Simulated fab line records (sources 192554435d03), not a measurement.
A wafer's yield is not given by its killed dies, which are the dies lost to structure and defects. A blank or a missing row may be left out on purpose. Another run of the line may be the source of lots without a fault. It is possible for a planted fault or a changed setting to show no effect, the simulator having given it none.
Split-lot study    flow n5_finfet    21 wafers read across 7 lots, on a route 1938 steps long

## THE SPLIT ITSELF
At N5_BEOL_M2_COAT_67 (time 60 s, resist thk 60 nm), the setting spin_rpm was moved away from the recipe's 1500 rpm on 8 of the 21 wafers read, by +2.9% to +10.9%. This setting was run at the recipe's value on the other wafers.

## FROM THE SPLIT TO THE READING: what the file shows between them, 8 steps
- N5_BEOL_M2_EXPOSE_25: exposes mask V1, defocus 5 nm (also split here: dose_mj)
- N5_BEOL_M2_PEB_26: peb time 60 s
- N5_BEOL_M2_DEVELOP_27: develop time 30 s
- N5_BEOL_M2_ALD_98: deposits SiO2, target thk 2.5 nm, pulse time 1 s, co reactant pulse time 1 s
- N5_BEOL_M2_ETCHBACK_99: etches SiO2 in CHF3, target depth 5 nm, time 10.4 s
- N5_BEOL_M2_ETCH_70: etches SOC in N2/H2, target depth 80 nm, overetch 24 nm, time 130 s
- N5_BEOL_M2_STRIP_71: strips in N2/H2
- N5_BEOL_M2_STRIP_78: strips in N2/H2

## THE READING
SOC_of_BEOL_M2_COAT_67.thk_nm (the simulator's own value, which no gauge read), in nm, at N5_BEOL_M2_VIA_ETCH_34 (etches the open film in C4F6/O2, target depth 69.4 nm, time 65.9 s). No usual value for it is given in the file. Across the 13 wafers here that went through the recipe, the average is 51.8 nm and the standard deviation 0.21 nm.

wafer   tool, chamber at the split  spin_rpm as run, rpm  against the recipe  SOC_of_BEOL_M2_COAT_67.thk_nm, nm  against lot-mates on the recipe
L074.2  litho_track-01, 0           1500                  recipe              52                                 -
L074.5  litho_track-01, 0           1500                  recipe              52                                 -
L074.3  litho_track-01, 0           1500                  recipe              51.8                               -
L083.2  litho_track-02, 0           1500                  recipe              52.2                               -
L083.4  litho_track-02, 0           1500                  recipe              51.6                               -
L083.6  litho_track-02, 0           1588                  +5.9%               50.4                               -1.5
L082.2  litho_track-04, 0           1500                  recipe              52                                 -
L082.4  litho_track-04, 0           1500                  recipe              51.8                               -
L082.6  litho_track-04, 0           1500                  recipe              51.8                               -
L087.2  litho_track-02, 0           1552                  +3.5%               51.2                               -0.4
L087.5  litho_track-02, 0           1500                  recipe              51.6                               -
L087.6  litho_track-02, 0           1552                  +3.5%               50.8                               -0.8
L089.3  litho_track-02, 0           1500                  recipe              51.6                               -
L089.4  litho_track-02, 0           1500                  recipe              51.6                               -
L089.5  litho_track-02, 0           1500                  recipe              51.4                               -
L091.2  litho_track-04, 0           1664                  +10.9%              49                                 no lot-mate on the recipe
L091.3  litho_track-04, 0           1664                  +10.9%              48.6                               no lot-mate on the recipe
L091.4  litho_track-04, 0           1664                  +10.9%              48.8                               no lot-mate on the recipe
L095.1  litho_track-04, 0           1543                  +2.9%               51                                 -0.8
L095.5  litho_track-04, 0           1500                  recipe              51.8                               -
L095.6  litho_track-04, 0           1543                  +2.9%               51.2                               -0.6

FIT RESULTS
A straight line over all 21 wafers: SOC_of_BEOL_M2_COAT_67.thk_nm changes by -0.269 nm for each +1% of spin_rpm; r = -0.98; the points scatter about the line by 0.21 nm.
The same after taking each lot's own level away (the mean of its wafers on the recipe; 18 wafers): -0.229 nm for each +1%; r = -0.93; scatter 0.17 nm.
The reading moves by 2.5 nm for the largest change in spin_rpm, on that fit.
The span of the lots' own levels, 51.53 to 51.93 nm, comes to 1.9 times the standard deviation stated above.
So the slope is not independent of the lot-to-lot level: the two fits are not the same.
Check: -1.18 nm against its lot-mates is what the line predicts for one of the wafers moved furthest among these (+5.9%) when that wafer is left out of the fit. It came out at -1.5 nm against them.

## THESE WAFERS: OTHER SPLITS
Note: prior to the reading, these wafers also went through further splits. Each is held against what the fit with the lots' levels taken away leaves over:
other split on the same wafers    wafers away from the commonest value  r with SOC_of_BEOL_M2_COAT_67.thk_nm (lot level and that fit taken away)
N5_BEOL_M0_SAQP_COAT_08 spin_rpm  8                                     +0.30
N5_BEOL_M0_CUTY_COAT_50 spin_rpm  8                                     -0.10
N5_BEOL_M0_CUTY_DESCUM_61 time_s  8                                     -0.17
N5_BEOL_M1_ILD_DEP_00 time_s      11                                    +0.09
N5_BEOL_M1_PECVD_72 time_s        5                                     -0.05
N5_BEOL_M2_EXPOSE_25 dose_mj      5                                     +0.13

## THE WHOLE CHAIN: every reading that the file lists as answering this split, in the file's order
step                    what it does                                                         reading                                                                         change (the file's fit)                r (the file's)
N5_BEOL_M2_COAT_67      time 60 s, resist thk 60 nm                                          SOC_of_BEOL_M2_COAT_67.thk_nm (the simulator's own value, which no gauge read)  -0.255 nm for each +1% of the setting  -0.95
N5_BEOL_M2_ETCH_70      etches SOC in N2/H2, target depth 80 nm, overetch 24 nm, time 130 s  etch.depth_nm (the simulator's own value, which no gauge read)                  -0.266 nm for each +1% of the setting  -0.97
N5_BEOL_M2_VIA_ETCH_34  etches the open film in C4F6/O2, target depth 69.4 nm, time 65.9 s   SOC_of_BEOL_M2_COAT_67.thk_nm (the simulator's own value, which no gauge read)  -0.236 nm for each +1% of the setting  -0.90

## FILE'S OWN FIT
SOC_of_BEOL_M2_COAT_67.thk_nm changes by -0.236 nm for each +1% of spin_rpm, r = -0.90.
